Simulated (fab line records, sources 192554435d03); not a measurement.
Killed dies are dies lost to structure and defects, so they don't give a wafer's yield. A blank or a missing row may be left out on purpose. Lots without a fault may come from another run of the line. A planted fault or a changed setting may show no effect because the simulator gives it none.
fab line records | flow n5_finfet
record lots=24 wafers=72 last_day=17
route steps=1938 shown ZERO_LAYER@13 PMOS_HMC_CHANNEL_EPI@57 FIN_SAQP@95
lots that met no fault: from a run of the same line without faults
start_h: hours from the record's first day to the start of the lot's first wafer shown | wait_h: hours since the lot's step before | " the same as in the row above | L1.1+2: a row that stands for several wafers | - no value, or no start given | * or withheld: withheld | < > ~ a bound
route shown NAME@n: a module of which the file shows steps, and the number in the route of the first | usual: mean/standard deviation of fault-free wafers | same: alike in all rows | chamber/n: place in a boat | sites: the reading at each site | _std_site: their standard deviation | _edge_site: outer sites' mean less inner sites' | radius_mm: how far each site lies from the wafer's centre | mask NAME#n: copy n | behind: the tool/chamber that last shaped the wafer | hold: why the lot was held/for how many hours/how that ended | device: the transistor (n, p or np) that didn't switch | end of line: the same wafers' tests at the end of the route | a step without rows: its recipe alone | killed: dies lost to structure and defects at the first sort, not the wafer's yield | map: a wafer's dies, x killed, . not, _ none there
set.NAME: the setting as run; set.NAME@STEP: as run at that earlier step | model.NAME: the simulator's own value behind a step, which no gauge read
steps of the route over a sample of lots; a table a step, a row a wafer
services: from which hour (start_h, from the record's first day; less than 0 if before it) a tool's chamber was out of use, for how many hours, and why
## steps
# step N5_ZERO_LAYER_CD_MEAS_11
# recipe target_cd_nm=2000 landing_energy_ev=500 detector=se_inlens
# usual cd_nm=2000.5/1.5
# columns lot.wafer tool chamber start_h wait_h cd_nm
L074.1 cd_sem-01 0 12.77 - 1997.6
L074.3 " 0 " " 1999.4
L074.6 " 0 " " 1997.7
L075.1 cd_sem-02 0 18.77 - 2001.0
L075.4 " 0 " " 2001.3
L075.5 " 0 " " 2002.4
L076.2 cd_sem-01 0 24.79 - 1999.4
L076.3 " 0 " " 2000.6
L076.6 " 0 " " 1999.5
L077.3 cd_sem-02 0 30.78 - 2003.5
L077.4 " 0 " " 2000.5
L077.6 " 0 " " 2002.2
L078.1 cd_sem-01 0 36.81 - 2002.1
L078.3 " 0 " " 2001.3
L078.5 " 0 " " 1998.2
L079.1 cd_sem-02 0 42.77 - 2000.8
L079.5 " 0 " " 2001.4
L079.6 " 0 " " 1997.7
L080.1 cd_sem-03 0 48.66 - 2001.7
L080.4 " 0 " " 2002.1
L080.6 " 0 " " 2002.2
L081.4 cd_sem-03 0 54.66 - 2000.5
L081.5 " 0 " " 2001.2
L081.6 " 0 " " 2001.9
L082.2 cd_sem-02 0 60.67 - 2001.9
L082.3 " 0 " " 2002.5
L082.6 " 0 " " 2000.6
L083.1 cd_sem-01 0 66.66 - 1999.8
L083.2 " 0 " " 1999.7
L083.4 " 0 " " 2001.6
L084.1 cd_sem-03 0 72.78 - 2001.0
L084.2 " 0 " " 2001.6
L084.3 " 0 " " 2002.5
L085.2 cd_sem-02 0 78.77 - 2002.7
L085.3 " 0 " " 2002.7
L085.4 " 0 " " 2002.6
L086.2 cd_sem-03 0 84.78 - 1999.1
L086.3 " 0 " " 2001.3
L086.5 " 0 " " 2000.3
L087.2 cd_sem-03 0 90.66 - 2000.7
L087.3 " 0 " " 2002.1
L087.6 " 0 " " 2002.4
L088.1 cd_sem-01 0 96.77 - 1999.8
L088.3 " 0 " " 1999.1
L088.4 " 0 " " 1999.5
L089.3 cd_sem-03 0 102.77 - 1998.0
L089.5 " 0 " " 1998.8
L089.6 " 0 " " 1997.5
L090.2 cd_sem-03 0 108.65 - 2001.2
L090.5 " 0 " " 1999.7
L090.6 " 0 " " 2002.7
L091.2 cd_sem-01 0 114.64 - 2001.6
L091.5 " 0 " " 2001.3
L091.6 " 0 " " 2001.3
L092.1 cd_sem-01 0 120.77 - 2002.8
L092.4 " 0 " " 2000.6
L092.6 " 0 " " 2001.3
L093.3 cd_sem-01 0 126.77 - 1998.9
L093.4 " 0 " " 1999.9
L093.6 " 0 " " 1999.0
L094.1 cd_sem-02 0 132.78 - 2002.0
L094.2 " 0 " " 2002.7
L094.6 " 0 " " 2001.7
L095.1 cd_sem-02 0 138.77 - 2001.0
L095.2 " 0 " " 1999.8
L095.4 " 0 " " 2000.4
L096.2 cd_sem-03 0 144.64 - 1996.1
L096.4 " 0 " " 1999.6
L096.5 " 0 " " 1998.2
L097.1 cd_sem-03 0 150.64 - 1999.9
L097.2 " 0 " " 1999.4
L097.5 " 0 " " 1998.6
# step N5_ZERO_LAYER_DESCUM_16
# recipe chemistry=O2 time_s=7.9 source_power_w=50 bias_power_w=20 pressure_mtorr=20 rf_frequency_hz=2.712e+07 temp_c=40 o2_flow_sccm=225
# usual bias_power_w=20.00/0.057 drypump_motor_current_A=5.7/0.39 oes_product_au=0.81/0.083 rf_vpp_V=243.5/1 showerhead_plenum_p_Torr=2.11/0.045 throttle_valve_pct=20.42/0.3
# columns lot.wafer tool chamber start_h wait_h bias_power_w drypump_motor_current_A oes_product_au rf_hours_counter_h rf_vpp_V showerhead_plenum_p_Torr throttle_valve_pct
L074.1 rie_diel-01 0 12.80 0.0 20.05 5.6 0.80 91 243.7 2.12 20.37
L074.3 " 1 " " 20.04 5.7 0.90 31 244.1 2.14 20.33
L074.6 " 2 " " 19.98 5.7 0.94 - 242.6 2.06 20.06
L075.1 rie_diel-01 0 18.81 0.0 20.06 5.6 0.82 92 243.7 2.12 20.35
L075.4 " 1 " " 19.97 5.7 0.91 33 243.1 2.14 20.33
L075.5 " 1 " " 19.95 5.7 0.91 - 242.9 2.14 20.34
L076.2 rie_diel-05 0 24.83 0.0 19.94 5.7 0.73 182 243.8 2.09 20.78
L076.3 " 2 " " 19.90 5.0 0.67 245 242.6 2.15 20.22
L076.6 " 2 " " 20.00 5.0 0.67 - 244.4 2.15 20.21
L077.3 rie_diel-05 0 30.82 0.0 20.03 5.7 0.73 184 242.4 2.09 20.78
L077.4 " 2 " " 20.07 5.0 0.68 247 244.9 2.15 20.22
L077.6 " 3 " " 19.95 5.4 0.79 - 242.8 2.10 20.85
L078.1 rie_diel-01 1 36.85 0.0 20.02 5.7 0.90 39 243.2 2.14 20.33
L078.3 " 2 " " 20.02 5.7 0.92 14 242.7 2.06 20.06
L078.5 " 3 " " 20.04 5.1 0.70 - 244.8 2.15 20.39
L079.1 rie_diel-03 1 42.80 0.0 19.90 6.2 0.77 112 245.3 2.20 20.34
L079.5 " 0 " " 19.94 6.2 0.83 - 240.5 2.03 20.07
L079.6 " 3 " " 19.97 6.3 0.66 - 242.8 2.16 20.65
L080.1 rie_diel-03 2 48.74 0.1 19.96 5.5 0.79 103 244.5 2.10 20.26
L080.4 " 0 " " 20.00 6.1 0.83 - 242.5 2.03 20.08
L080.6 " 1 " " 19.96 6.1 0.78 - 244.5 2.20 20.35
L081.4 rie_diel-01 3 54.70 0.0 20.02 5.1 0.70 215 244.1 2.15 20.40
L081.5 " 0 " " 20.05 5.6 0.80 - 243.7 2.12 20.37
L081.6 " 3 " " 20.01 5.2 0.71 - 244.4 2.15 20.40
L082.2 rie_diel-05 3 60.74 0.1 20.05 5.4 0.78 132 244.3 2.10 20.85
L082.3 " 1 " " 19.92 6.2 0.85 57 244.3 2.13 20.68
L082.6 " 3 " " 20.02 5.4 0.77 - 243.4 2.10 20.86
L083.1 rie_diel-03 3 66.82 0.2 20.06 6.2 1.01 0 244.9 2.16 20.25
L083.2 " 0 " " 20.02 6.1 0.81 92 242.5 2.03 20.08
L083.4 " 2 " " 20.00 5.4 0.77 109 242.9 2.10 20.28
L084.1 rie_diel-05 3 72.82 0.0 20.03 5.4 0.78 136 244.4 2.10 20.85
L084.2 " 0 " " 20.00 5.7 0.71 199 243.2 2.09 20.82
L084.3 " 2 " " 20.03 5.0 0.96 4 242.8 2.15 19.82
L085.2 rie_diel-01 1 78.81 0.0 20.00 5.7 0.88 47 244.0 2.14 20.35
L085.3 " 3 " " 19.90 5.1 0.70 221 244.5 2.15 20.40
L085.4 " 0 " " 19.99 5.6 0.79 109 243.6 2.11 20.40
L086.2 rie_diel-03 2 84.82 0.0 19.97 5.5 0.76 116 242.7 2.10 20.30
L086.3 " 3 " " 20.10 6.2 0.98 6 244.0 2.15 20.27
L086.5 " 0 " " 20.07 6.2 0.81 - 242.1 2.02 20.09
L087.2 rie_diel-01 1 90.70 0.0 19.99 5.7 0.88 51 243.1 2.14 20.37
L087.3 " 3 " " 20.03 5.1 0.70 224 244.8 2.15 20.42
L087.6 " 0 " " 19.91 5.6 0.79 - 244.9 2.11 20.38
L088.1 rie_diel-05 2 96.81 0.0 20.01 5.0 0.93 11 243.6 2.15 19.83
L088.3 " 0 " " 19.94 5.7 0.71 207 242.9 2.08 20.83
L088.4 " 3 " " 20.02 5.4 0.76 144 243.8 2.09 20.88
L089.3 rie_diel-03 0 102.81 0.0 20.08 6.2 0.81 101 243.8 2.02 20.11
L089.5 " 1 " " 19.96 6.1 0.77 - 245.4 2.19 20.37
L089.6 " 0 " " 20.00 6.2 0.81 - 243.7 2.02 20.10
L090.2 rie_diel-05 2 108.74 0.1 20.10 5.0 0.92 15 243.2 2.15 19.84
L090.5 " 2 " " 20.04 5.0 0.92 - 244.3 2.15 19.84
L090.6 " 3 " " 20.06 5.4 0.76 - 243.6 2.09 20.88
L091.2 rie_diel-01 0 114.68 0.0 19.93 5.6 0.78 118 243.2 2.11 20.40
L091.5 " 2 " " 20.09 5.7 0.88 - 242.1 2.05 20.09
L091.6 " 1 " " 20.07 5.7 0.87 - 242.3 2.13 20.37
L092.1 rie_diel-03 1 120.81 0.0 19.96 6.2 0.76 136 245.3 2.19 20.37
L092.4 " 3 " " 19.98 6.2 0.94 17 243.5 2.15 20.28
L092.6 " 0 " " 19.92 6.2 0.80 - 242.5 2.02 20.10
L093.3 rie_diel-01 2 126.81 0.0 20.00 5.7 0.88 39 243.2 2.05 20.10
L093.4 " 3 " " 20.05 5.2 0.70 - 243.6 2.14 20.43
L093.6 " 1 " " 19.99 5.8 0.87 - 243.6 2.13 20.39
L094.1 rie_diel-05 3 132.82 0.0 20.02 5.4 0.75 158 243.1 2.09 20.90
L094.2 " 0 " " 20.06 5.8 0.71 213 243.5 2.08 20.83
L094.6 " 1 " " 20.03 6.2 0.82 - 244.0 2.12 20.75
L095.1 rie_diel-05 1 138.81 0.0 20.02 6.2 0.82 84 241.8 2.12 20.75
L095.2 " 0 " " 19.96 5.7 0.71 216 243.1 2.08 20.82
L095.4 " 0 " " 19.92 5.7 0.70 - 241.9 2.08 20.81
L096.2 rie_diel-03 3 144.68 0.0 19.97 6.2 0.91 25 243.0 2.15 20.28
L096.4 " 2 " " 19.92 5.4 0.75 135 242.9 2.09 20.32
L096.5 " 1 " " 19.98 6.2 0.75 - 244.8 2.19 20.40
L097.1 rie_diel-05 3 151.09 0.5 20.00 5.4 0.75 165 243.7 2.09 20.91
L097.2 " 0 " " 19.88 5.7 0.70 220 243.0 2.08 20.84
L097.5 " 0 " " 19.88 5.7 0.70 - 242.7 2.08 20.82
# step N5_ZERO_LAYER_STRIP_24
# recipe chemistry=O2 power_w=1000 temp_c=250 overash_fraction=0.3 pressure_mtorr=1000 o2_flow_sccm=6750
# usual drypump_motor_current_A=6.2/0.41 heater_power_w=338/21 oes_product_au=0.648/0.0048 strip_time_to_endpoint_s=43.85/0.082
# columns lot.wafer tool chamber start_h wait_h drypump_motor_current_A heater_power_w oes_product_au rf_hours_counter_h strip_time_to_endpoint_s
L074.1 plasma_asher-02 1 13.02 0.1 6.4 306 0.644 80 43.96
L074.3 " 1 " " 6.5 307 0.655 - 44.00
L074.6 " 0 " " 6.4 330 0.638 - 43.99
L075.1 plasma_asher-01 1 19.02 0.1 6.5 336 0.640 24 43.94
L075.4 " 0 " " 5.6 366 0.649 - 43.94
L075.5 " 1 " " 6.5 331 0.639 - 43.83
L076.2 plasma_asher-01 1 25.04 0.1 6.5 341 0.644 26 43.85
L076.3 " 1 " " 6.5 339 0.650 - 43.71
L076.6 " 1 " " 6.5 340 0.643 - 43.77
L077.3 plasma_asher-01 1 31.05 0.1 6.5 336 0.644 - 43.91
L077.4 " 0 " " 5.6 371 0.654 - 43.91
L077.6 " 1 " " 6.4 330 0.641 - 43.85
L078.1 plasma_asher-01 0 37.06 0.1 5.5 370 0.646 27 43.79
L078.3 " 0 " " 5.6 359 0.651 - 43.59
L078.5 " 1 " " 6.5 341 0.649 - 43.79
L079.1 plasma_asher-02 1 43.02 0.1 6.5 318 0.652 86 43.82
L079.5 " 1 " " 6.5 315 0.651 - 43.86
L079.6 " 0 " " 6.4 325 0.640 - 43.95
L080.1 plasma_asher-02 1 48.95 0.1 6.5 313 0.644 88 43.86
L080.4 " 0 " " 6.4 333 0.645 - 43.89
L080.6 " 1 " " 6.5 314 0.654 - 43.85
L081.4 plasma_asher-01 1 54.93 0.1 6.5 332 0.649 - 43.87
L081.5 " 0 " " 5.6 367 0.642 - 43.85
L081.6 " 1 " " 6.5 338 0.651 - 43.77
L082.2 plasma_asher-01 0 60.95 0.1 5.5 370 0.647 32 43.75
L082.3 " 1 " " 6.5 332 0.644 - 43.82
L082.6 " 0 " " 5.6 370 0.651 - 43.83
L083.1 plasma_asher-01 0 67.08 0.1 5.6 364 0.651 33 43.92
L083.2 " 1 " " 6.5 328 0.651 33 43.94
L083.4 " 1 " " 6.5 340 0.651 - 43.96
L084.1 plasma_asher-01 0 73.04 0.1 5.6 370 0.645 35 43.86
L084.2 " 1 " " 6.5 339 0.643 35 43.75
L084.3 " 0 " " 5.6 367 0.650 - 43.87
L085.2 plasma_asher-01 1 79.02 0.1 6.5 339 0.649 35 43.81
L085.3 " 0 " " 5.5 365 0.646 - 43.78
L085.4 " 1 " " 6.5 338 0.648 - 43.80
L086.2 plasma_asher-01 1 85.03 0.1 6.5 335 0.647 37 43.81
L086.3 " 1 " " 6.5 339 0.647 - 43.92
L086.5 " 0 " " 5.5 370 0.646 - 43.93
L087.2 plasma_asher-01 1 90.91 0.1 6.5 331 0.656 38 43.71
L087.3 " 1 " " 6.5 331 0.639 - 43.88
L087.6 " 1 " " 6.5 339 0.645 - 43.84
L088.1 plasma_asher-02 1 97.02 0.1 6.5 315 0.651 97 43.73
L088.3 " 0 " " 6.4 331 0.640 - 43.83
L088.4 " 1 " " 6.5 311 0.644 - 43.83
L089.3 plasma_asher-02 1 103.04 0.1 6.5 312 0.651 - 43.60
L089.5 " 0 " " 6.4 334 0.645 - 43.70
L089.6 " 1 " " 6.5 297 0.657 - 43.70
L090.2 plasma_asher-01 1 108.96 0.1 6.5 344 0.639 41 43.77
L090.5 " 0 " " 5.6 369 0.648 - 43.79
L090.6 " 1 " " 6.5 339 0.647 - 43.74
L091.2 plasma_asher-01 0 115.09 0.3 5.6 372 0.641 43 43.86
L091.5 " 1 " " 6.5 342 0.650 - 43.89
L091.6 " 0 " " 5.5 361 0.645 - 43.90
L092.1 plasma_asher-02 0 121.02 0.1 6.3 327 0.651 102 43.90
L092.4 " 1 " " 6.5 309 0.643 - 43.85
L092.6 " 1 " " 6.5 309 0.647 - 43.89
L093.3 plasma_asher-02 0 127.04 0.1 6.4 326 0.655 - 43.97
L093.4 " 1 " " 6.5 299 0.644 - 43.85
L093.6 " 0 " " 6.4 335 0.644 - 43.92
L094.1 plasma_asher-01 1 133.03 0.1 6.5 336 0.646 46 43.80
L094.2 " 0 " " 5.5 368 0.655 46 43.92
L094.6 " 0 " " 5.5 369 0.644 - 43.86
L095.1 plasma_asher-02 0 139.02 0.1 6.4 329 0.659 105 43.82
L095.2 " 1 " " 6.5 308 0.651 105 43.82
L095.4 " 0 " " 6.4 330 0.639 - 43.84
L096.2 plasma_asher-02 0 145.02 0.2 6.4 321 0.650 107 43.87
L096.4 " 0 " " 6.4 332 0.648 - 43.83
L096.5 " 1 " " 6.5 315 0.651 - 43.90
L097.1 plasma_asher-02 0 151.63 0.4 6.4 327 0.646 110 43.89
L097.2 " 1 " " 6.5 318 0.656 110 44.02
L097.5 " 1 " " 6.5 308 0.651 - 43.93
# step N5_PMOS_HMC_CHANNEL_EPI_HM_DEP_34
# recipe material=SiO2 target_thk_a=360 temp_c=400 precursor=TEOS/O2 pressure_torr=6.5 rf_w=900 teos_flow_sccm=161.4 gas=O2 flow_sccm=2650 time_s=6.9
# usual heater_power_w=587/77 showerhead_plenum_p_Torr=8.35/0.035 throttle_valve_pct=18.4/0.62
# columns lot.wafer tool chamber start_h wait_h heater_power_w showerhead_plenum_p_Torr throttle_valve_pct
L074.1 pecvd-03 2 17.38 0.0 639 8.38 18.1
L074.3 " 1 " " 562 8.36 18.8
L074.6 " 1 " " 578 8.37 18.4
L075.1 pecvd-02 2 22.71 0.0 722 8.36 18.5
L075.4 " 0 " " 589 8.36 18.4
L075.5 " 2 " " 753 8.40 18.4
L076.2 pecvd-03 1 29.85 0.0 568 8.35 18.7
L076.3 " 2 " " 535 8.39 18.0
L076.6 " 2 " " 540 8.37 17.9
L077.3 pecvd-01 1 35.57 0.0 596 8.33 18.7
L077.4 " 2 " " 578 8.35 18.2
L077.6 " 0 " " 670 8.34 18.4
L078.1 pecvd-01 0 40.94 0.0 587 8.36 18.1
L078.3 " 1 " " 641 8.32 18.4
L078.5 " 0 " " 600 8.35 18.2
L079.1 pecvd-02 2 46.79 0.0 737 8.39 18.3
L079.5 " 2 " " 747 8.38 18.4
L079.6 " 1 " " 585 8.32 18.2
L080.1 pecvd-03 0 52.82 0.0 494 8.32 19.1
L080.4 " 2 " " 653 8.39 18.2
L080.6 " 1 " " 452 8.35 18.5
L081.4 pecvd-02 0 58.96 0.0 594 8.40 18.3
L081.5 " 1 " " 604 8.32 18.1
L081.6 " 2 " " 610 8.35 18.7
L082.2 pecvd-03 0 65.18 0.0 492 8.29 19.2
L082.3 " 1 " " 512 8.38 18.7
L082.6 " 1 " " 518 8.36 18.5
L083.1 pecvd-02 0 71.18 0.0 717 8.38 18.1
L083.2 " 1 " " 499 8.31 18.1
L083.4 " 0 " " 695 8.39 18.4
L084.1 pecvd-03 0 76.95 0.0 443 8.27 19.4
L084.2 " 2 " " 575 8.42 18.0
L084.3 " 1 " " 462 8.36 18.4
L085.2 pecvd-01 2 83.45 0.0 574 8.34 16.8
L085.3 " 1 " " 677 8.31 18.4
L085.4 " 2 " " 582 8.32 16.8
L086.2 pecvd-03 1 88.62 0.0 552 8.36 18.3
L086.3 " 2 " " 600 8.39 18.2
L086.5 " 2 " " 623 8.40 17.9
L087.2 pecvd-02 1 94.58 0.0 561 8.31 18.5
L087.3 " 0 " " 627 8.35 18.5
L087.6 " 0 " " 612 8.40 18.2
L088.1 pecvd-01 2 100.79 0.0 626 8.34 16.9
L088.3 " 1 " " 718 8.31 18.4
L088.4 " 2 " " 615 8.33 16.9
L089.3 pecvd-01 2 107.02 0.0 666 8.34 16.9
L089.5 " 1 " " 581 8.33 18.6
L089.6 " 2 " " 649 8.33 17.1
L090.2 pecvd-03 2 113.32 0.0 571 8.41 18.0
L090.5 " 2 " " 571 8.39 18.2
L090.6 " 0 " " 548 8.28 19.4
L091.2 pecvd-01 2 118.84 0.0 676 8.33 17.2
L091.5 " 2 " " 653 8.34 17.2
L091.6 " 1 " " 699 8.32 18.5
L092.1 pecvd-03 1 124.83 0.0 530 8.37 18.8
L092.4 " 1 " " 550 8.36 18.9
L092.6 " 0 " " 448 8.31 19.5
L093.3 pecvd-03 1 131.01 0.0 468 8.37 18.3
L093.4 " 0 " " 457 8.32 19.7
L093.6 " 1 " " 464 8.34 18.3
L094.1 pecvd-01 2 137.09 0.0 665 8.35 17.1
L094.2 " 0 " " 625 8.34 18.7
L094.6 " 0 " " 613 8.34 18.4
L095.1 pecvd-03 1 143.01 0.0 551 8.35 18.5
L095.2 " 0 " " 575 8.30 19.7
L095.4 " 1 " " 540 8.35 18.7
L096.2 pecvd-03 2 148.87 0.0 521 8.39 18.1
L096.4 " 1 " " 494 8.36 18.5
L096.5 " 2 " " 540 8.38 18.2
L097.1 pecvd-03 1 155.97 0.0 580 8.37 18.4
L097.2 " 2 " " 645 8.41 18.2
L097.5 " 0 " " 508 8.32 19.4
# step N5_FIN_SAQP_DENSIFY_62
# recipe temp_c=700 time_s=60 ambient=N2 idle_temp_c=600 ramp_up_c_per_s=150 ramp_down_c_per_s=60 cool_to_c=600
# usual lamp_power_pct=9.85/0.056 wafer_temp_C_max=703.3/0.62
# columns lot.wafer tool chamber start_h wait_h lamp_power_pct wafer_temp_C_max
L074.1 rtp_anneal-02 0 21.07 0.1 9.95 703.6
L074.3 " 0 " " 9.91 702.8
L074.6 " 0 " " 9.93 704.1
L075.1 rtp_anneal-01 0 26.31 0.1 9.83 703.7
L075.4 " 0 " " 9.84 702.8
L075.5 " 0 " " 9.91 703.6
L076.2 rtp_anneal-02 0 33.96 0.1 9.90 703.3
L076.3 " 0 " " 9.86 703.1
L076.6 " 0 " " 9.84 702.3
L077.3 rtp_anneal-02 0 41.21 0.2 9.87 704.2
L077.4 " 0 " " 9.84 703.0
L077.6 " 0 " " 9.81 703.7
L078.1 rtp_anneal-01 0 44.60 0.1 9.86 703.6
L078.3 " 0 " " 9.79 703.5
L078.5 " 0 " " 9.90 702.5
L079.1 rtp_anneal-01 0 50.37 0.1 9.93 703.1
L079.5 " 0 " " 9.89 703.0
L079.6 " 0 " " 9.84 703.3
L080.1 rtp_anneal-02 0 56.84 0.1 9.83 703.2
L080.4 " 0 " " 9.92 702.8
L080.6 " 0 " " 9.80 704.0
L081.4 rtp_anneal-02 0 63.88 0.3 9.89 704.7
L081.5 " 0 " " 9.79 704.0
L081.6 " 0 " " 9.85 703.1
L082.2 rtp_anneal-02 0 69.40 0.3 9.79 703.7
L082.3 " 0 " " 9.83 703.7
L082.6 " 0 " " 9.86 702.9
L083.1 rtp_anneal-01 0 74.73 0.1 9.81 703.4
L083.2 " 0 " " 9.87 703.8
L083.4 " 0 " " 9.91 703.2
L084.1 rtp_anneal-01 0 80.91 0.1 9.84 703.4
L084.2 " 0 " " 9.83 703.9
L084.3 " 0 " " 9.88 704.3
L085.2 rtp_anneal-02 0 87.56 0.2 9.91 702.6
L085.3 " 0 " " 9.83 702.5
L085.4 " 0 " " 9.88 702.4
L086.2 rtp_anneal-02 0 92.55 0.2 9.76 703.7
L086.3 " 0 " " 9.83 702.6
L086.5 " 0 " " 9.84 703.6
L087.2 rtp_anneal-01 0 98.71 0.1 9.98 703.2
L087.3 " 0 " " 9.79 703.7
L087.6 " 0 " " 9.85 704.7
L088.1 rtp_anneal-02 0 104.90 0.1 9.85 702.7
L088.3 " 0 " " 9.81 702.3
L088.4 " 0 " " 9.92 702.7
L089.3 rtp_anneal-01 0 110.68 0.2 9.91 703.8
L089.5 " 0 " " 9.93 702.5
L089.6 " 0 " " 9.86 703.4
L090.2 rtp_anneal-01 0 116.98 0.2 9.92 703.1
L090.5 " 0 " " 9.82 703.7
L090.6 " 0 " " 9.96 703.4
L091.2 rtp_anneal-01 0 122.47 0.2 9.90 703.9
L091.5 " 0 " " 9.84 703.4
L091.6 " 0 " " 9.83 702.4
L092.1 rtp_anneal-02 0 128.28 0.1 9.84 702.3
L092.4 " 0 " " 9.72 702.6
L092.6 " 0 " " 9.78 702.4
L093.3 rtp_anneal-02 0 135.12 0.2 9.78 703.9
L093.4 " 0 " " 9.88 702.8
L093.6 " 0 " " 9.69 703.6
L094.1 rtp_anneal-01 0 141.37 0.1 9.87 702.6
L094.2 " 0 " " 9.75 703.8
L094.6 " 0 " " 9.77 702.6
L095.1 rtp_anneal-01 0 147.08 0.1 9.83 703.3
L095.2 " 0 " " 9.91 703.1
L095.4 " 0 " " 9.78 702.6
L096.2 rtp_anneal-01 0 156.12 0.1 9.84 704.8
L096.4 " 0 " " 9.86 703.0
L096.5 " 0 " " 9.92 702.6
L097.1 rtp_anneal-02 0 159.96 0.1 9.88 702.7
L097.2 " 0 " " 9.78 703.4
L097.5 " 0 " " 9.89 702.9
# step N5_FIN_SAQP_HM_DEP_03
# recipe material=SiNx target_thk_a=380 temp_c=400 precursor=SiH4/NH3/N2 pressure_torr=1.5 rf_w=300 time_s=33.6
# usual heater_power_w=817/91 showerhead_plenum_p_Torr=5.14/0.062 throttle_valve_pct=39.4/1.3
# columns lot.wafer tool chamber start_h wait_h heater_power_w showerhead_plenum_p_Torr throttle_valve_pct
L074.1 pecvd-01 2 21.29 0.2 866 5.16 38.9
L074.3 " 1 " " 807 5.11 39.6
L074.6 " 1 " " 821 5.10 39.8
L075.1 pecvd-01 0 26.54 0.2 926 5.12 38.9
L075.4 " 2 " " 907 5.14 39.2
L075.5 " 0 " " 935 5.14 38.9
L076.2 pecvd-03 1 34.16 0.2 747 5.17 39.8
L076.3 " 0 " " 744 5.06 41.4
L076.6 " 1 " " 754 5.18 39.7
L077.3 pecvd-03 1 41.38 0.1 725 5.16 39.8
L077.4 " 1 " " 709 5.18 39.8
L077.6 " 2 " " 743 5.26 38.6
L078.1 pecvd-03 0 44.81 0.2 791 5.05 41.2
L078.3 " 1 " " 788 5.16 39.5
L078.5 " 0 " " 633 5.05 41.5
L079.1 pecvd-01 1 51.12 0.6 905 5.10 40.1
L079.5 " 1 " " 917 5.10 39.8
L079.6 " 0 " " 803 5.13 38.9
L080.1 pecvd-01 1 57.06 0.2 944 5.09 39.9
L080.4 " 0 " " 820 5.15 39.1
L080.6 " 0 " " 821 5.14 39.2
L081.4 pecvd-03 2 64.03 0.1 858 5.26 38.6
L081.5 " 2 " " 832 5.25 38.8
L081.6 " 0 " " 749 5.06 41.4
L082.2 pecvd-03 0 69.59 0.2 795 5.06 41.3
L082.3 " 2 " " 799 5.25 38.8
L082.6 " 0 " " 796 5.06 41.4
L083.1 pecvd-01 0 75.02 0.3 848 5.14 39.0
L083.2 " 1 " " 832 5.10 39.7
L083.4 " 1 " " 812 5.09 40.1
L084.1 pecvd-04 0 81.12 0.2 1114 5.17 39.1
L084.2 " 2 " " 806 5.17 38.9
L084.3 " 1 " " 665 5.07 40.9
L085.2 pecvd-03 2 87.74 0.2 766 5.26 38.8
L085.3 " 1 " " 694 5.17 39.6
L085.4 " 2 " " 734 5.25 38.6
L086.2 pecvd-03 1 92.73 0.2 737 5.18 39.8
L086.3 " 0 " " 721 5.06 41.4
L086.5 " 1 " " 743 5.18 39.6
L087.2 pecvd-01 1 98.89 0.2 878 5.10 40.1
L087.3 " 2 " " 816 5.11 36.2
L087.6 " 1 " " 889 5.10 39.6
L088.1 pecvd-04 2 105.11 0.2 839 5.17 39.0
L088.3 " 1 " " 731 5.06 41.0
L088.4 " 1 " " 721 5.07 40.7
L089.3 pecvd-04 1 110.83 0.1 660 5.07 41.0
L089.5 " 0 " " 988 5.17 39.0
L089.6 " 2 " " 878 5.16 38.8
L090.2 pecvd-03 2 117.16 0.2 802 5.26 38.7
L090.5 " 2 " " 814 5.26 38.8
L090.6 " 1 " " 765 5.16 39.8
L091.2 pecvd-03 2 122.67 0.2 869 5.24 38.9
L091.5 " 0 " " 771 5.06 42.0
L091.6 " 2 " " 839 5.24 38.8
L092.1 pecvd-04 1 128.50 0.2 770 5.08 40.8
L092.4 " 0 " " 1063 5.19 39.0
L092.6 " 2 " " 839 5.17 38.7
L093.3 pecvd-03 0 135.28 0.1 646 5.03 41.6
L093.4 " 1 " " 680 5.18 39.8
L093.6 " 0 " " 651 5.04 41.5
L094.1 pecvd-01 0 141.58 0.2 925 5.14 39.2
L094.2 " 1 " " 855 5.09 39.7
L094.6 " 1 " " 857 5.10 40.0
L095.1 pecvd-01 1 147.30 0.2 806 5.09 40.0
L095.2 " 0 " " 874 5.16 39.2
L095.4 " 2 " " 889 5.14 36.4
L096.2 pecvd-01 0 156.30 0.2 789 5.14 39.4
L096.4 " 1 " " 840 5.10 39.8
L096.5 " 0 " " 766 5.14 39.5
L097.1 pecvd-01 1 160.18 0.2 892 5.10 39.9
L097.2 " 0 " " 890 5.14 39.3
L097.5 " 2 " " 803 5.14 36.5
## services
# columns tool chamber start_h hours kind
pecvd-01 1 -3.69 2.1 scheduled_down
pecvd-04 - 0.07 77.6 repair
pecvd-01 2 1.86 2.1 scheduled_down
pecvd-01 1 8.37 2.3 repair
rtp_anneal-02 - 8.54 3.8 pm
pecvd-03 - 15.05 0.3 repair
pecvd-02 1 28.69 6.9 repair
rie_diel-03 - 37.77 0.8 repair
rie_diel-01 3 39.06 7.1 repair
rie_diel-05 2 40.00 - clean
rie_diel-05 2 40.00 - consumable_replace:focus_ring
rie_diel-05 2 40.00 17.0 scheduled_down
rie_diel-05 2 40.00 17.0 vent_cycle
pecvd-01 2 43.46 5.5 scheduled_down
pecvd-03 - 43.62 0.8 repair
rie_diel-01 1 43.87 7.9 repair
rie_diel-01 0 45.22 2.3 repair
pecvd-03 1 59.68 5.5 scheduled_down
pecvd-03 0 77.22 2.1 scheduled_down
pecvd-01 0 78.76 31.7 repair
rie_diel-05 0 106.62 15.8 repair
rie_diel-01 0 123.95 6.4 repair
pecvd-01 - 130.28 0.3 repair
plasma_asher-01 - 142.48 15.6 pm
## key
fault none
